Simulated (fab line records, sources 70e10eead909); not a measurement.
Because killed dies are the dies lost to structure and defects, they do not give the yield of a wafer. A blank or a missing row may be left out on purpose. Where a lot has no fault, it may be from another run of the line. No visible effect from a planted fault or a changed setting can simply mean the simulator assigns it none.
What tool caused it? ; flow nand harc ; 6 lots, 17 wafers sampled, at 2 steps of a route of 1302

## WHAT THE GAUGES READ, wafer by wafer
NHARC_A_CHANNEL_HOLE_D1_CD_MEAS_30.
lot;measured;on;cd nm (nm)
L663;day 9 01:09;cd sem-03;93.0 92.4 92.6
L665;day 10 01:46;cd sem-03;89.3 91.7 91.3
L667;day 11 05:10;cd sem-03;91.2 88.3 91.7
L671;day 12 10:21;cd sem-02;88.7 90.0 94.4
L672;day 12 23:53;cd sem-03;91.4 89.3 90.9
L681;day 16 15:45;cd sem-03;88.8 90.0

## EACH LOT AND THE TOOL THAT RAN IT (in order: tool; ch and the chambers of the sampled wafers; start)
lot;NHARC_A_CHANNEL_HOLE_D1_ETCH_21
L663;har etch-02 ch 0,1, day 8 20:11
L665;har etch-02 ch 0,1, day 9 20:45
L667;har etch-01 ch 0,1, day 11 00:04
L671;har etch-02 ch 0,1, day 12 05:24
L672;har etch-01 ch 0, day 12 18:51
L681;har etch-01 ch 0,1, day 16 10:39
- NHARC_A_CHANNEL_HOLE_D1_ETCH_21: etches the open film in C4F8/O2/Ar, time 514.3 s, target depth 1600 nm.

## THE ANSWER, worked out from the rows above alone
Rule: the lots themselves supply what counts as usual. The widest of any qualifying gaps counts: lots, ordered by their means at a reading, are off when they make up no more than a third of the lots, leave a main group of 4 or more, and stand apart from it by 3 or more times the standard deviation of that group's means. Not used: any main group whose means are identical at the precision the tables above print for the reading. A lot without any number at a reading at which 4 lots or more have one is off too. Where the step has rows for the other lots, those lots are counted as sound.
Nothing can be told from this: no lot is off at any reading shown.

## WHAT THE SIMULATOR HAD PUT IN
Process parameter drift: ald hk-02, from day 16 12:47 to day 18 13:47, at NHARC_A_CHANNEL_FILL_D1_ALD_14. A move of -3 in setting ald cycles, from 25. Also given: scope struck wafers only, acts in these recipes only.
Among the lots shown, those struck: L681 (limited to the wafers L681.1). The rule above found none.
